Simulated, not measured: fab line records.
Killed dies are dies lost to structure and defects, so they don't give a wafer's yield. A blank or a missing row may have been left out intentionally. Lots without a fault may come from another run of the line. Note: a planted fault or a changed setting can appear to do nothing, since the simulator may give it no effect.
Struck lot and sound lot, side by side    flow n5-finfet    14 steps out of a route of 1938
Sound: wafers L167.1, L167.3, L167.6. Wafers L175.1, L175.2, L175.5 were the ones struck. Last of all comes the cause.
At each step with rows: each side's tool, then ch and its chambers, then its first start. Under that, the readings that differ: sound wafers    struck wafers    difference of the means    sigmas: that difference in standard deviations of wafers without a fault.
alike: same words and numbers on both sides, and readings whose means sit less than 2 such deviations apart. not compared: any withheld reading, any reading some wafer has no value for, any bound like >300 that may hide the same value, and any number with overlapping values for which the record gives no deviation.
The two part at a step that has a row with sigmas, a row that says differs or no value, or rows on one side only. Numbers that have no deviation but don't overlap get no sigmas and don't part them. Lack of a reading on every wafer of one side parts them only where that side has two or more wafers.

first, 1 step without rows for these wafers: N5_BEOL_M3_STRIP_75 (strips in N2/H2).
N5_BEOL_M3_STRIP_66: strips in CF4.
  sound on rie-diel-03 ch 1,3, day 8 10:22; struck on rie-diel-04 ch 0,1, day 10 14:58
  alike: bias-power-w, drypump-motor-current-A, oes-product-au, rf-vpp-V, showerhead-plenum-p-Torr, throttle-valve-pct
  not compared: rf-hours-counter-h
N5_BEOL_M3_HM_OPEN_17: chemistry Cl2/BCl3, target TiN, target depth 20 nm, overetch 6 nm.
  sound on rie-metal-01 ch 0,1, day 8 10:25; struck on rie-metal-02 ch 0,1, day 10 15:01
  alike: drypump-motor-current-A, oes-product-au, throttle-valve-pct
  not compared: rf-hours-counter-h
N5_BEOL_M3_STRIP_19: strips in O2.
  sound on rie-diel-04 ch 1,2,3, day 8 10:31; struck on rie-diel-03 ch 1,3, day 10 15:07
  alike: drypump-motor-current-A, oes-product-au, rf-vpp-V, showerhead-plenum-p-Torr, throttle-valve-pct
  not compared: rf-hours-counter-h
N5_BEOL_M3_CD_MEAS_18: pitch 36 nm, target cd 18 nm.
  sound on cd-sem-02, day 8 10:35; struck on cd-sem-02, day 10 15:11
  alike: cd-nm
then, 7 steps without rows for these wafers: N5_BEOL_M3_COAT_67 (time 60 s, resist thk 60 nm); N5_BEOL_M3_COAT_68 (time 60 s, resist thk 12 nm); N5_BEOL_M3_COAT_76 (time 60 s, resist thk 5 nm); N5_BEOL_M3_COAT_22 (resist thk 30 nm); N5_BEOL_M3_EBR_24; N5_BEOL_M3_SOFTBAKE_23 (time 60 s); N5_BEOL_M3_EXPOSE_25 (exposes mask V2, defocus 5 nm).
N5_BEOL_M3_PEB_26: peb time 60 s.
  struck on litho-track-04, day 10 15:26; sound on litho-track-02 ch 0, day 8 10:50
  no value came back on the struck wafers for chill-plate-temp-C (C), exhaust-pa (Pa), peb-time-s (s), plate-temp-C (C); on the sound wafers chill-plate-temp-C (C) reads 23.24 23.01 23.19
then, 1 step without rows for these wafers: N5_BEOL_M3_DEVELOP_27 (develop time 30 s).

== WHERE THEY PART ==
Only at N5_BEOL_M3_PEB_26, within this record.

WHY: whatever the simulator had introduced
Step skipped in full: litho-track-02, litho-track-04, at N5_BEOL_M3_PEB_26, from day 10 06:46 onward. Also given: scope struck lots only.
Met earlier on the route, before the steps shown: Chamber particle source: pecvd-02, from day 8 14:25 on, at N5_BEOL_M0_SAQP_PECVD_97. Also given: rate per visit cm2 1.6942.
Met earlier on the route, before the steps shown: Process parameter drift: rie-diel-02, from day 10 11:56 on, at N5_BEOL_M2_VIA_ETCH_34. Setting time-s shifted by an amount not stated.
